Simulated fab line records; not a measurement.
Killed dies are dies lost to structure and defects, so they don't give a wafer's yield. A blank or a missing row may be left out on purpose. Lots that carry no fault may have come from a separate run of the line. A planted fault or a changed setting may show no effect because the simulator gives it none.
fab line records + flow nand-harc
record
- lots=10
- wafers=27
- last-day=33
route steps=1302 shown A_ONON_D1@439 A_CHANNEL_HOLE_D1@451 END@1301
lots with no fault: from the same line, run without faults
start-h: hours from the record's first day to the start of the lot's first wafer shown + wait-h: hours from the lot's prior step to this one + " as in the row above + L1.1+2: a single row standing in for several wafers + - no value, or no start was given + * or withheld: withheld + < > ~ a bound
route shown NAME@n: NAME is a module with steps in the file, n the number in the route of the first one + usual: mean/standard deviation of fault-free wafers + same: alike in all rows + chamber/n: place in a boat + sites: per-site readings + _std_site: standard deviation across them + _edge_site: mean of outer sites minus mean of inner sites + radius-mm: for every site, how far away it sits from the centre of the wafer + mask NAME#n: copy n + behind: the most recent tool/chamber to have shaped the wafer + hold: what put the lot on hold/how long, in hours/how the hold closed + device: whichever transistor did not switch (one of n, p or np) + end of line: the tests these same wafers got at the end of their route + a step without rows: its recipe alone + killed: dies lost to structure and defects at the first sort, not the wafer's yield + map: a wafer's dies, marking killed ones x, the rest . and places with no die _
set.NAME: the run value of the setting; set.NAME@STEP: its run value at that earlier step + model.NAME: the simulator's own value behind a step, which no gauge read
one table for each step of the route and one row for each wafer, over a sample of lots
services: the hour from which a tool's chamber was out of use, counted from the record's first day as start-h (under 0 if before that day), plus the number of hours and why
## steps
# step NHARC_A_ONON_D1_THK_MEAS_21
# recipe
- thk-meas-gauge=ellipsometry
# usual
- thk-nm=1000/12
| lot.wafer | tool          | chamber | start-h | wait-h | thk-nm |
|-----------|---------------|---------|---------|--------|--------|
| L463.4    | film-metro-02 | -       | 190.79  | -      | 985    |
| L463.5    | "             | -       | "       | "      | 984    |
| L463.6    | "             | -       | "       | "      | 985    |
| L465.2    | film-metro-02 | -       | 215.48  | -      | 1004   |
| L465.4    | "             | -       | "       | "      | 1003   |
| L465.6    | "             | -       | "       | "      | 1004   |
| L467.1    | film-metro-02 | -       | 229.02  | -      | 1004   |
| L467.4    | "             | -       | "       | "      | 1001   |
| L467.5    | "             | -       | "       | "      | 1002   |
| L469.1    | film-metro-01 | -       | 257.01  | -      | 1007   |
| L469.4    | "             | -       | "       | "      | 1006   |
| L469.6    | "             | -       | "       | "      | 1005   |
| L477.1    | film-metro-01 | -       | 335.53  | -      | 1008   |
| L477.2    | "             | -       | "       | "      | 1008   |
| L477.6    | "             | -       | "       | "      | 1006   |
| L478.2    | film-metro-01 | -       | 341.19  | -      | 1014   |
| L478.3    | "             | -       | "       | "      | 1016   |
| L479.1    | film-metro-02 | -       | 357.69  | -      | 1004   |
| L479.6    | "             | -       | "       | "      | 1005   |
| L481.1    | film-metro-02 | -       | 364.46  | -      | 979    |
| L481.3    | "             | -       | "       | "      | 977    |
| L482.1    | film-metro-01 | -       | 388.45  | -      | 1015   |
| L482.2    | "             | -       | "       | "      | 1016   |
| L482.6    | "             | -       | "       | "      | 1014   |
| L484.1    | film-metro-02 | -       | 401.43  | -      | 989    |
| L484.2    | "             | -       | "       | "      | 990    |
| L484.5    | "             | -       | "       | "      | 990    |
# step NHARC_A_ONON_D1_DEP_33
# recipe
- target-thk-a=2000
- temp-c=400
- pressure-torr=6.5
- rf-w=900
- teos-flow-sccm=161.4
- flow-sccm=2650
- target-thk-nm=200
- gas=O2
- material=SiO2
# usual
- heater-power-w=517/58
- throttle-valve-pct=16.0/0.4
| lot.wafer | tool     | chamber | start-h | wait-h | heater-power-w | since-wet-clean-h | throttle-valve-pct |
|-----------|----------|---------|---------|--------|----------------|-------------------|--------------------|
| L463.5    | pecvd-02 | 1       | 192.68  | 0.2    | 596            | -                 | 15.6               |
| L463.6    | "        | 2       | "       | "      | 547            | -                 | 16.3               |
| L463.4    | "        | 0       | "       | "      | 510            | -                 | 17.0               |
| L465.2    | pecvd-04 | 1       | 217.23  | 0.1    | 535            | 116               | 15.7               |
| L465.6    | "        | 2       | "       | "      | 517            | -                 | 15.8               |
| L465.4    | "        | 0       | "       | "      | 455            | -                 | 16.1               |
| L467.1    | pecvd-04 | 2       | 231.03  | 0.3    | 443            | 130               | 16.0               |
| L467.4    | "        | 0       | "       | "      | 499            | -                 | 16.7               |
| L467.5    | "        | 1       | "       | "      | 545            | -                 | 16.0               |
| L469.1    | pecvd-02 | 0       | 258.85  | 0.1    | 454            | 19                | 16.1               |
| L469.6    | "        | 1       | "       | "      | 582            | -                 | 15.2               |
| L469.4    | "        | 2       | "       | "      | 505            | -                 | 16.1               |
| L477.2    | pecvd-02 | 1       | 337.28  | 0.1    | 590            | 97                | 15.3               |
| L477.1    | "        | 0       | "       | "      | 490            | 97                | 16.2               |
| L477.6    | "        | 2       | "       | "      | 630            | -                 | 16.4               |
| L478.3    | pecvd-04 | 2       | 342.95  | 0.1    | 377            | 61                | 16.1               |
| L478.2    | "        | 1       | "       | "      | 503            | 61                | 15.9               |
| L479.1    | pecvd-03 | 2       | 359.53  | 0.1    | 549            | 161               | 16.0               |
| L479.6    | "        | 0       | "       | "      | 532            | -                 | 15.5               |
| L481.1    | pecvd-04 | 2       | 366.32  | 0.1    | 471            | 84                | 16.0               |
| L481.3    | "        | 0       | "       | "      | 484            | 84                | 16.4               |
| L482.1    | pecvd-02 | 0       | 390.20  | 0.1    | 519            | 150               | 16.2               |
| L482.2    | "        | 1       | "       | "      | 621            | 150               | 15.4               |
| L482.6    | "        | 2       | "       | "      | 503            | -                 | 16.2               |
| L484.2    | pecvd-04 | 0       | 403.18  | 0.1    | 481            | 121               | 16.5               |
| L484.1    | "        | 1       | "       | "      | 593            | 121               | 16.2               |
| L484.5    | "        | 2       | "       | "      | 487            | -                 | 16.2               |
# step NHARC_A_CHANNEL_HOLE_D1_DEP_01
# recipe
- target-thk-a=1400
- target-thk-nm=140
- temp-c=400
- pressure-torr=3.5
- flow-sccm=200
- rf-w=350
- material=SiON
# usual
- heater-power-w=713/71
| lot.wafer | tool     | chamber | start-h | wait-h | heater-power-w | since-wet-clean-h |
|-----------|----------|---------|---------|--------|----------------|-------------------|
| L463.5    | pecvd-01 | 0       | 197.41  | 0.4    | 599            | -                 |
| L463.6    | "        | 1       | "       | "      | 689            | -                 |
| L463.4    | "        | 2       | "       | "      | 736            | -                 |
| L465.2    | pecvd-01 | 0       | 219.77  | 1.3    | 619            | 77                |
| L465.6    | "        | 2       | "       | "      | 736            | -                 |
| L465.4    | "        | 1       | "       | "      | 595            | -                 |
| L467.1    | pecvd-03 | 1       | 234.03  | 1.7    | 745            | 36                |
| L467.5    | "        | 2       | "       | "      | 711            | -                 |
| L467.4    | "        | 1       | "       | "      | 729            | -                 |
| L469.1    | pecvd-03 | 0       | 265.18  | 1.7    | 786            | 67                |
| L469.6    | "        | 1       | "       | "      | 736            | -                 |
| L469.4    | "        | 2       | "       | "      | 740            | -                 |
| L477.1    | pecvd-03 | 2       | 341.95  | 1.6    | 755            | 144               |
| L477.2    | "        | 1       | "       | "      | 670            | 144               |
| L477.6    | "        | 0       | "       | "      | 825            | -                 |
| L478.2    | pecvd-01 | 1       | 349.59  | 1.3    | 579            | 26                |
| L478.3    | "        | 2       | "       | "      | 634            | 26                |
| L479.1    | pecvd-02 | 2       | 361.97  | 1.7    | 734            | 122               |
| L479.6    | "        | 1       | "       | "      | 752            | -                 |
| L481.3    | pecvd-01 | 2       | 370.39  | 1.0    | 743            | 46                |
| L481.1    | "        | 1       | "       | "      | 595            | 46                |
| L482.1    | pecvd-03 | 0       | 392.67  | 1.6    | 836            | 13                |
| L482.2    | "        | 1       | "       | "      | 678            | 13                |
| L482.6    | "        | 1       | "       | "      | 707            | -                 |
| L484.1    | pecvd-01 | 2       | 406.52  | 1.6    | 722            | 82                |
| L484.2    | "        | 0       | "       | "      | 657            | 83                |
| L484.5    | "        | 1       | "       | "      | 686            | -                 |
# step NHARC_A_CHANNEL_HOLE_D1_PEB_08
# recipe
- peb-temp-c=100
- peb-time-s=65
# usual
- heater-power-total-W=156.6/0.42
| lot.wafer | tool           | chamber | start-h | wait-h | heater-power-total-W |
|-----------|----------------|---------|---------|--------|----------------------|
| L463.4    | litho-track-06 | 0       | 197.85  | 0.0    | 157.1                |
| L463.5    | "              | 0       | "       | "      | 156.0                |
| L463.6    | "              | 0       | "       | "      | 156.8                |
| L465.2    | litho-track-06 | 0       | 220.26  | 0.1    | 156.4                |
| L465.4    | "              | 0       | "       | "      | 157.1                |
| L465.6    | "              | 0       | "       | "      | 156.0                |
| L467.1    | litho-track-06 | 0       | 234.61  | 0.1    | 156.4                |
| L467.4    | "              | 0       | "       | "      | 156.8                |
| L467.5    | "              | 0       | "       | "      | 156.9                |
| L469.1    | litho-track-06 | 0       | 265.76  | 0.1    | 157.1                |
| L469.4    | "              | 0       | "       | "      | 156.6                |
| L469.6    | "              | 0       | "       | "      | 156.0                |
| L477.1    | litho-track-06 | 0       | 342.46  | 0.1    | 156.3                |
| L477.2    | "              | 0       | "       | "      | 156.9                |
| L477.6    | "              | 0       | "       | "      | 156.4                |
| L478.2    | litho-track-06 | 0       | 350.11  | 0.1    | 156.8                |
| L478.3    | "              | 0       | "       | "      | 156.8                |
| L479.1    | litho-track-06 | 0       | 362.43  | 0.1    | 156.8                |
| L479.6    | "              | 0       | "       | "      | 156.3                |
| L481.1    | litho-track-06 | 0       | 371.03  | 0.1    | 156.5                |
| L481.3    | "              | 0       | "       | "      | 156.3                |
| L482.1    | litho-track-01 | 0       | 393.28  | 0.1    | 156.9                |
| L482.2    | "              | 0       | "       | "      | 156.8                |
| L482.6    | "              | 0       | "       | "      | 156.2                |
| L484.1    | litho-track-04 | 0       | 407.01  | 0.1    | 156.2                |
| L484.2    | "              | 0       | "       | "      | 157.1                |
| L484.5    | "              | 0       | "       | "      | 156.7                |
# step NHARC_A_CHANNEL_HOLE_D1_CD_MEAS_10
# recipe
- target-cd-nm=100
- landing-energy-ev=500
# usual
- cd-nm=99.9/0.41
| lot.wafer | tool      | chamber | start-h | wait-h | cd-nm |
|-----------|-----------|---------|---------|--------|-------|
| L463.4    | cd-sem-02 | 0       | 197.93  | -      | 100.4 |
| L463.5    | "         | 0       | "       | "      | 99.9  |
| L463.6    | "         | 0       | "       | "      | 99.6  |
| L465.2    | cd-sem-01 | 0       | 220.34  | -      | 99.5  |
| L465.4    | "         | 0       | "       | "      | 100.4 |
| L465.6    | "         | 0       | "       | "      | 99.3  |
| L467.1    | cd-sem-02 | 0       | 234.69  | -      | 100.0 |
| L467.4    | "         | 0       | "       | "      | 100.0 |
| L467.5    | "         | 0       | "       | "      | 99.7  |
| L469.1    | cd-sem-02 | 0       | 265.84  | -      | 98.8  |
| L469.4    | "         | 0       | "       | "      | 98.6  |
| L469.6    | "         | 0       | "       | "      | 99.5  |
| L477.1    | cd-sem-02 | 0       | 342.54  | -      | 99.6  |
| L477.2    | "         | 0       | "       | "      | 99.6  |
| L477.6    | "         | 0       | "       | "      | 100.3 |
| L478.2    | cd-sem-03 | 0       | 350.19  | -      | 100.1 |
| L478.3    | "         | 0       | "       | "      | 116.3 |
| L479.1    | cd-sem-03 | 0       | 362.51  | -      | 99.9  |
| L479.6    | "         | 0       | "       | "      | 116.3 |
| L481.1    | cd-sem-01 | 0       | 371.11  | -      | 99.7  |
| L481.3    | "         | 0       | "       | "      | 115.6 |
| L482.1    | cd-sem-01 | 0       | 393.36  | -      | 100.0 |
| L482.2    | "         | 0       | "       | "      | 99.5  |
| L482.6    | "         | 0       | "       | "      | 99.7  |
| L484.1    | cd-sem-01 | 0       | 407.09  | -      | 99.8  |
| L484.2    | "         | 0       | "       | "      | 100.4 |
| L484.5    | "         | 0       | "       | "      | 100.5 |
# step NHARC_A_CHANNEL_HOLE_D1_CD_MEAS_30
# usual
- cd-nm=89.8/0.88
| lot.wafer | tool      | chamber | start-h | wait-h | cd-nm |
|-----------|-----------|---------|---------|--------|-------|
| L463.4    | cd-sem-03 | -       | 207.19  | -      | 90.9  |
| L463.5    | "         | -       | "       | "      | 91.2  |
| L463.6    | "         | -       | "       | "      | 90.5  |
| L465.2    | cd-sem-02 | -       | 227.22  | -      | 89.3  |
| L465.4    | "         | -       | "       | "      | 89.9  |
| L465.6    | "         | -       | "       | "      | 90.0  |
| L467.1    | cd-sem-01 | -       | 241.60  | -      | 89.9  |
| L467.4    | "         | -       | "       | "      | 90.3  |
| L467.5    | "         | -       | "       | "      | 89.6  |
| L469.1    | cd-sem-03 | -       | 272.98  | -      | 87.8  |
| L469.4    | "         | -       | "       | "      | 87.6  |
| L469.6    | "         | -       | "       | "      | 87.4  |
| L477.1    | cd-sem-03 | -       | 353.56  | -      | 89.1  |
| L477.2    | "         | -       | "       | "      | 89.1  |
| L477.6    | "         | -       | "       | "      | 89.6  |
| L478.2    | cd-sem-03 | -       | 357.72  | -      | 89.8  |
| L478.3    | "         | -       | "       | "      | 105.8 |
| L479.1    | cd-sem-02 | -       | 371.12  | -      | 90.4  |
| L479.6    | "         | -       | "       | "      | 106.2 |
| L481.1    | cd-sem-02 | -       | 378.23  | -      | 89.7  |
| L481.3    | "         | -       | "       | "      | 107.6 |
| L482.1    | cd-sem-03 | -       | 403.70  | -      | 88.7  |
| L482.2    | "         | -       | "       | "      | 89.8  |
| L482.6    | "         | -       | "       | "      | 89.3  |
| L484.1    | cd-sem-02 | -       | 416.59  | -      | 89.4  |
| L484.2    | "         | -       | "       | "      | 88.7  |
| L484.5    | "         | -       | "       | "      | 90.6  |
# step NHARC_A_CHANNEL_HOLE_D1_XSEM_31
# recipe
- landing-energy-ev=35000
# usual
- bot-cd-nm=74.3/1
- bow-nm=8.65/0.29
- tilt-deg=0.08/0.038
| lot.wafer | tool    | chamber | start-h | wait-h | bot-cd-nm | bow-nm | tilt-deg |
|-----------|---------|---------|---------|--------|-----------|--------|----------|
| L463.4    | xsem-02 | 0       | 207.29  | 0.1    | 76.0      | 8.59   | 0.09     |
| L463.5    | "       | 0       | "       | "      | 76.6      | 8.51   | 0.09     |
| L463.6    | "       | 0       | "       | "      | 75.4      | 8.58   | 0.09     |
| L465.2    | xsem-01 | 0       | 227.31  | 0.1    | 74.0      | 8.91   | 0.08     |
| L465.4    | "       | 0       | "       | "      | 74.8      | 8.99   | 0.07     |
| L465.6    | "       | 0       | "       | "      | 74.9      | 8.92   | 0.07     |
| L467.1    | xsem-01 | 0       | 241.69  | 0.1    | 75.3      | 8.46   | 0.13     |
| L467.4    | "       | 0       | "       | "      | 76.1      | 8.49   | 0.13     |
| L467.5    | "       | 0       | "       | "      | 75.5      | 8.50   | 0.13     |
| L469.1    | xsem-02 | 0       | 273.07  | 0.1    | 73.0      | 8.44   | 0.10     |
| L469.4    | "       | 0       | "       | "      | 72.5      | 8.38   | 0.10     |
| L469.6    | "       | 0       | "       | "      | 71.9      | 8.37   | 0.10     |
| L477.1    | xsem-01 | 0       | 353.65  | 0.1    | 73.9      | 8.86   | 0.08     |
| L477.2    | "       | 0       | "       | "      | 74.5      | 8.78   | 0.08     |
| L477.6    | "       | 0       | "       | "      | 74.2      | 8.78   | 0.08     |
| L478.2    | xsem-01 | 0       | 357.81  | 0.1    | 72.9      | 9.24   | 0.10     |
| L478.3    | "       | 0       | "       | "      | 88.7      | 9.15   | 0.10     |
| L479.1    | xsem-01 | 0       | 371.21  | 0.1    | 74.8      | 8.55   | 0.06     |
| L479.6    | "       | 0       | "       | "      | 91.2      | 8.58   | 0.06     |
| L481.1    | xsem-02 | 0       | 378.32  | 0.1    | 74.2      | 8.31   | 0.09     |
| L481.3    | "       | 0       | "       | "      | 92.2      | 8.34   | 0.09     |
| L482.1    | xsem-01 | 0       | 403.79  | 0.1    | 73.5      | 9.15   | 0.08     |
| L482.2    | "       | 0       | "       | "      | 74.5      | 9.10   | 0.08     |
| L482.6    | "       | 0       | "       | "      | 74.2      | 9.08   | 0.08     |
| L484.1    | xsem-01 | 0       | 416.67  | 0.1    | 73.1      | 8.06   | 0.15     |
| L484.2    | "       | 0       | "       | "      | 72.9      | 8.12   | 0.14     |
| L484.5    | "       | 0       | "       | "      | 75.0      | 8.11   | 0.14     |
# step NHARC_END_WLT_00
# usual
- VT_DECK1_BOTTOM=0.869/0.0059
- VT_DECK1_BOTTOM_INNER=0.869/0.0058
- VT_DECK1_MEDIAN_NEAR_BOTTOM=0.870/0.0061
- VT_DECK1_MEDIAN_NEAR_BOTTOM_INNER=0.870/0.006
- VT_DECK1_MIDDLE=0.883/0.006
- VT_DECK1_MIDDLE_INNER=0.882/0.0059
- VT_DECK1_TOP=0.895/0.0062
- VT_DECK1_TOP_INNER=0.894/0.006
- VT_DECK2_BOTTOM=0.872/0.0078
- VT_DECK2_BOTTOM_INNER=0.872/0.0078
- VT_DECK2_MEDIAN_NEAR_BOTTOM=0.874/0.0082
- VT_DECK2_MEDIAN_NEAR_BOTTOM_INNER=0.873/0.0085
- VT_DECK2_MIDDLE=0.886/0.0074
- VT_DECK2_MIDDLE_INNER=0.885/0.0069
- VT_DECK2_TOP=0.896/0.0069
- VT_DECK2_TOP_INNER=0.897/0.0069
| lot.wafer | tool      | chamber | start-h | wait-h | VT_DECK1_BOTTOM | VT_DECK1_BOTTOM_INNER | VT_DECK1_MEDIAN_NEAR_BOTTOM | VT_DECK1_MEDIAN_NEAR_BOTTOM_INNER | VT_DECK1_MIDDLE | VT_DECK1_MIDDLE_INNER | VT_DECK1_TOP | VT_DECK1_TOP_INNER | VT_DECK2_BOTTOM | VT_DECK2_BOTTOM_INNER | VT_DECK2_MEDIAN_NEAR_BOTTOM | VT_DECK2_MEDIAN_NEAR_BOTTOM_INNER | VT_DECK2_MIDDLE | VT_DECK2_MIDDLE_INNER | VT_DECK2_TOP | VT_DECK2_TOP_INNER |
|-----------|-----------|---------|---------|--------|-----------------|-----------------------|-----------------------------|-----------------------------------|-----------------|-----------------------|--------------|--------------------|-----------------|-----------------------|-----------------------------|-----------------------------------|-----------------|-----------------------|--------------|--------------------|
| L463.4    | prober-02 | -       | 568.81  | 1.5    | 0.883           | 0.876                 | 0.874                       | 0.882                             | 0.882           | 0.891                 | 0.908        | 0.902              | 0.869           | 0.880                 | 0.880                       | 0.873                             | 0.891           | 0.891                 | 0.897        | 0.900              |
| L463.5    | "         | -       | "       | "      | 0.875           | 0.879                 | 0.885                       | 0.875                             | 0.896           | 0.895                 | 0.897        | 0.895              | 0.871           | 0.874                 | 0.876                       | 0.866                             | 0.886           | 0.890                 | 0.893        | 0.896              |
| L463.6    | "         | -       | "       | "      | 0.878           | 0.875                 | 0.878                       | 0.872                             | 0.894           | 0.883                 | 0.903        | 0.897              | 0.873           | 0.874                 | 0.880                       | 0.869                             | 0.882           | 0.894                 | 0.895        | 0.904              |
| L465.2    | prober-02 | -       | 590.10  | 0.6    | 0.859           | 0.861                 | 0.868                       | 0.868                             | 0.884           | 0.881                 | 0.899        | 0.896              | 0.883           | 0.876                 | 0.878                       | 0.871                             | 0.894           | 0.886                 | 0.896        | 0.907              |
| L465.4    | "         | -       | 591.11  | 1.6    | 0.865           | 0.872                 | 0.875                       | 0.875                             | 0.881           | 0.883                 | 0.891        | 0.888              | 0.874           | 0.873                 | 0.881                       | 0.881                             | 0.886           | 0.890                 | 0.896        | 0.898              |
| L465.6    | "         | -       | 592.11  | 2.6    | 0.869           | 0.865                 | 0.866                       | 0.882                             | 0.887           | 0.879                 | 0.895        | 0.893              | 0.870           | 0.875                 | 0.877                       | 0.880                             | 0.890           | 0.883                 | 0.901        | 0.902              |
| L467.1    | prober-01 | -       | 606.95  | 0.0    | 0.873           | 0.865                 | 0.866                       | 0.873                             | 0.877           | 0.880                 | 0.891        | 0.893              | 0.855           | 0.868                 | 0.860                       | 0.869                             | 0.886           | 0.872                 | 0.884        | 0.889              |
| L467.4    | "         | -       | 608.47  | 1.6    | 0.865           | 0.865                 | 0.865                       | 0.867                             | 0.883           | 0.878                 | 0.894        | 0.890              | 0.862           | 0.864                 | 0.855                       | 0.856                             | 0.869           | 0.878                 | 0.887        | 0.887              |
| L467.5    | "         | -       | "       | "      | 0.869           | 0.863                 | 0.870                       | 0.871                             | 0.885           | 0.883                 | 0.887        | 0.888              | 0.862           | 0.860                 | 0.865                       | 0.859                             | 0.878           | 0.876                 | 0.897        | 0.893              |
| L469.1    | prober-01 | -       | 653.43  | 7.9    | 0.867           | 0.864                 | 0.869                       | 0.863                             | 0.882           | 0.878                 | 0.894        | 0.898              | 0.878           | 0.883                 | 0.881                       | 0.873                             | 0.889           | 0.892                 | 0.905        | 0.900              |
| L469.4    | "         | -       | 654.92  | 9.4    | 0.858           | 0.865                 | 0.857                       | 0.864                             | 0.874           | 0.882                 | 0.899        | 0.890              | 0.886           | 0.880                 | 0.883                       | 0.884                             | 0.892           | 0.901                 | 0.906        | 0.907              |
| L469.6    | "         | -       | 655.92  | 10.4   | 0.869           | 0.864                 | 0.858                       | 0.863                             | 0.881           | 0.880                 | 0.886        | 0.899              | 0.884           | 0.886                 | 0.890                       | 0.883                             | 0.888           | 0.895                 | 0.912        | 0.911              |
| L478.2    | prober-01 | -       | 720.02  | 0.5    | 0.873           | 0.873                 | 0.875                       | 0.870                             | 0.881           | 0.889                 | 0.889        | 0.892              | 0.865           | 0.866                 | 0.862                       | 0.863                             | 0.876           | 0.879                 | 0.890        | 0.890              |
| L478.3    | "         | -       | "       | "      | 0.911           | 0.912                 | 0.917                       | 0.910                             | 0.916           | 0.911                 | 0.923        | 0.935              | 0.867           | 0.863                 | 0.869                       | 0.856                             | 0.879           | 0.882                 | 0.886        | 0.889              |
| L477.1    | prober-02 | -       | 732.57  | 0.1    | 0.872           | 0.866                 | 0.865                       | 0.867                             | 0.889           | 0.885                 | 0.893        | 0.897              | 0.875           | 0.860                 | 0.865                       | 0.869                             | 0.877           | 0.885                 | 0.883        | 0.894              |
| L477.2    | "         | -       | "       | "      | 0.865           | 0.875                 | 0.873                       | 0.875                             | 0.888           | 0.884                 | 0.903        | 0.901              | 0.865           | 0.867                 | 0.859                       | 0.871                             | 0.879           | 0.875                 | 0.890        | 0.898              |
| L477.6    | "         | -       | 735.04  | 2.5    | 0.867           | 0.870                 | 0.872                       | 0.871                             | 0.885           | 0.887                 | 0.897        | 0.894              | 0.867           | 0.868                 | 0.872                       | 0.875                             | 0.880           | 0.881                 | 0.895        | 0.898              |
| L481.1    | prober-01 | -       | 760.20  | 0.0    | 0.874           | 0.874                 | 0.864                       | 0.874                             | 0.874           | 0.882                 | 0.896        | 0.889              | 0.879           | 0.873                 | 0.876                       | 0.886                             | 0.886           | 0.893                 | 0.896        | 0.892              |
| L481.3    | "         | -       | 761.21  | 1.1    | 0.910           | 0.910                 | 0.909                       | 0.905                             | 0.921           | 0.918                 | 0.931        | 0.922              | 0.870           | 0.870                 | 0.877                       | 0.879                             | 0.889           | 0.890                 | 0.894        | 0.894              |
| L479.1    | prober-02 | -       | 762.00  | 1.8    | 0.874           | 0.862                 | 0.875                       | 0.874                             | 0.887           | 0.882                 | 0.889        | 0.893              | 0.860           | 0.863                 | 0.874                       | 0.868                             | 0.888           | 0.879                 | 0.899        | 0.895              |
| L479.6    | "         | -       | 764.46  | 4.3    | 0.912           | 0.908                 | 0.915                       | 0.917                             | 0.917           | 0.911                 | 0.925        | 0.928              | 0.861           | 0.870                 | 0.870                       | 0.869                             | 0.886           | 0.887                 | 0.891        | 0.896              |
| L482.1    | prober-01 | -       | 775.86  | 7.3    | 0.877           | 0.868                 | 0.878                       | 0.870                             | 0.882           | 0.890                 | 0.893        | 0.901              | 0.859           | 0.859                 | 0.858                       | 0.862                             | 0.882           | 0.868                 | 0.885        | 0.891              |
| L482.2    | "         | -       | "       | "      | 0.869           | 0.878                 | 0.873                       | 0.874                             | 0.892           | 0.891                 | 0.899        | 0.898              | 0.864           | 0.858                 | 0.862                       | 0.856                             | 0.879           | 0.878                 | 0.892        | 0.885              |
| L482.6    | "         | -       | 778.34  | 9.8    | 0.873           | 0.872                 | 0.878                       | 0.881                             | 0.888           | 0.885                 | 0.896        | 0.902              | 0.849           | 0.859                 | 0.865                       | 0.864                             | 0.870           | 0.876                 | 0.880        | 0.881              |
| L484.1    | prober-01 | -       | 783.62  | 3.1    | 0.867           | 0.869                 | 0.863                       | 0.868                             | 0.885           | 0.878                 | 0.880        | 0.895              | 0.880           | 0.883                 | 0.879                       | 0.884                             | 0.892           | 0.897                 | 0.898        | 0.910              |
| L484.2    | "         | -       | "       | "      | 0.871           | 0.869                 | 0.868                       | 0.871                             | 0.878           | 0.880                 | 0.898        | 0.893              | 0.876           | 0.886                 | 0.877                       | 0.880                             | 0.889           | 0.890                 | 0.903        | 0.904              |
| L484.5    | "         | -       | 785.64  | 5.1    | 0.868           | 0.867                 | 0.876                       | 0.873                             | 0.878           | 0.882                 | 0.896        | 0.897              | 0.881           | 0.877                 | 0.898                       | 0.888                             | 0.887           | 0.894                 | 0.905        | 0.911              |
# step NHARC_END_SORT_01
# recipe
- temp-c=25
# usual
- killed-at-array=60/21
- killed-at-other=1.0/1.2
- killed-at-periphery=4.2/2.8
- killed-dies=65/20
- killed-open=3.1/1.8
- killed-short=2.6/1.6
# same
- gross-dies=677
| lot.wafer | tool      | chamber | start-h | wait-h | killed-at-array | killed-at-other | killed-at-periphery | killed-dies | killed-open | killed-short |
|-----------|-----------|---------|---------|--------|-----------------|-----------------|---------------------|-------------|-------------|--------------|
| L478.2    | prober-01 | 0       | 723.30  | 2.8    | 61              | 5               | 2                   | 68          | 1           | 1            |
| L478.3    | prober-01 | 0       | 724.09  | 3.1    | 189             | 3               | 0                   | 192         | 2           | 1            |
# killed by level:class
L478.2 A_CHANNEL_HOLE_D1:chamber-film-flake=33 A_SLIT:chamber-film-flake=14 A_STAIRCASE:chamber-film-flake=5 THIN_TSV:chamber-film-flake=5 P_GATE:chamber-film-flake=2 A_WL_FILL:chamber-film-flake=2 A_ONON_D1:geometric-particle:short=1 A_CHANNEL_FILL_D1:geometric-particle:open=1
L478.3 A_CHANNEL_HOLE_D1:area-peb=100 A_SLIT:chamber-film-flake=41 A_CHANNEL_HOLE_D1:chamber-film-flake=30 A_STAIRCASE:chamber-film-flake=7 THIN_TSV:chamber-film-flake=3 A_ZERO_WELL:chamber-film-flake=2 A_SGD_CUT:chamber-film-flake=2 A_ONON_D1:geometric-particle:short=1
## services
| tool           | chamber | start-h | hours | kind       |
|----------------|---------|---------|-------|------------|
| litho-track-06 | -       | 179.00  | 7.0   | pm         |
| pecvd-03       | -       | 185.15  | 13.0  | pm         |
| pecvd-03       | 0       | 185.15  | 13.0  | vent-cycle |
| pecvd-03       | 1       | 185.15  | 13.0  | vent-cycle |
| pecvd-03       | 2       | 185.15  | 13.0  | vent-cycle |
| pecvd-03       | 0       | 198.15  | -     | clean      |
| pecvd-03       | 1       | 198.15  | -     | clean      |
| pecvd-03       | 2       | 198.15  | -     | clean      |
| litho-track-04 | -       | 203.01  | 7.0   | pm         |
| pecvd-02       | -       | 227.00  | 13.0  | pm         |
| pecvd-02       | 0       | 227.00  | 13.0  | vent-cycle |
| pecvd-02       | 1       | 227.00  | 13.0  | vent-cycle |
| pecvd-02       | 2       | 227.00  | 13.0  | vent-cycle |
| pecvd-04       | -       | 269.14  | 13.0  | pm         |
| pecvd-04       | -       | 287.53  | 0.9   | repair     |
| pecvd-01       | -       | 311.07  | 13.0  | pm         |
| pecvd-02       | 0       | 316.03  | 2.9   | repair     |
| litho-track-01 | -       | 330.00  | 7.0   | pm         |
| litho-track-06 | -       | 354.00  | 7.0   | pm         |
| pecvd-03       | -       | 366.61  | 13.0  | pm         |
| xsem-01        | -       | 374.00  | 14.0  | pm         |
| litho-track-04 | -       | 378.01  | 7.0   | pm         |
| pecvd-02       | 1       | 397.50  | 6.1   | repair     |
| pecvd-02       | -       | 408.00  | 13.0  | pm         |
## key
first-sign
- step=NHARC_A_CHANNEL_HOLE_D1_CD_MEAS_10
- reading=cd-nm
- direction=up
- sigmas=40
- usual=99.9
- struck=116.0
effect
- step=NHARC_A_CHANNEL_HOLE_D1_CD_MEAS_30
- reading=cd-nm
- direction=up
- sigmas=19
- usual=89.8
- struck=106.5
effect
- step=NHARC_A_CHANNEL_HOLE_D1_XSEM_31
- reading=bot-cd-nm
- direction=up
- sigmas=16
- usual=74.3
- struck=90.7
effect
- step=NHARC_END_WLT_00
- reading=VT_DECK1_BOTTOM
- direction=up
- sigmas=7.2
- usual=0.869
- struck=0.911
effect
- step=NHARC_END_SORT_01
- reading=killed-dies
- direction=up
- sigmas=6.3
- usual=65
- struck=192
more-kills-born-at
- NHARC_A_CHANNEL_HOLE_D1_PEB_08@litho-track-06=100
met-at NHARC_A_CHANNEL_HOLE_D1_PEB_08
struck-lots L478,L479,L481
struck-wafers L478.3,L479.6,L481.3
sort-left-out L479.6,L481.3
tester-left-out L478,L479,L481
not-acting-at NHARC_A_ONON_D1_THK_MEAS_21,NHARC_A_ONON_D1_DEP_33,NHARC_A_CHANNEL_HOLE_D1_DEP_01
onset-between 342.46 350.11
fault
- kind=process-parameter-drift
- tool=litho-track-06
- chamber=-
- onset-h=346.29
- steps=NHARC_A_CHANNEL_HOLE_D1_PEB_08
- channel=peb-time-s
- offset=*
- shape=step
- end-h=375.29
- scope=struck-wafers-only
- acts-in=*
- stated=*
# tester-left-out: of these lots the tester's yield and bins aren't shown, on N5 and GAA mostly nor the transistor test; their killed dies are dies lost to structure and defects alone, not to doping, threshold or leakage, so they don't give the yield
# sort-left-out: the simulated sort isn't trusted on such a fault, so these wafers' sort isn't shown, and their yield isn't known
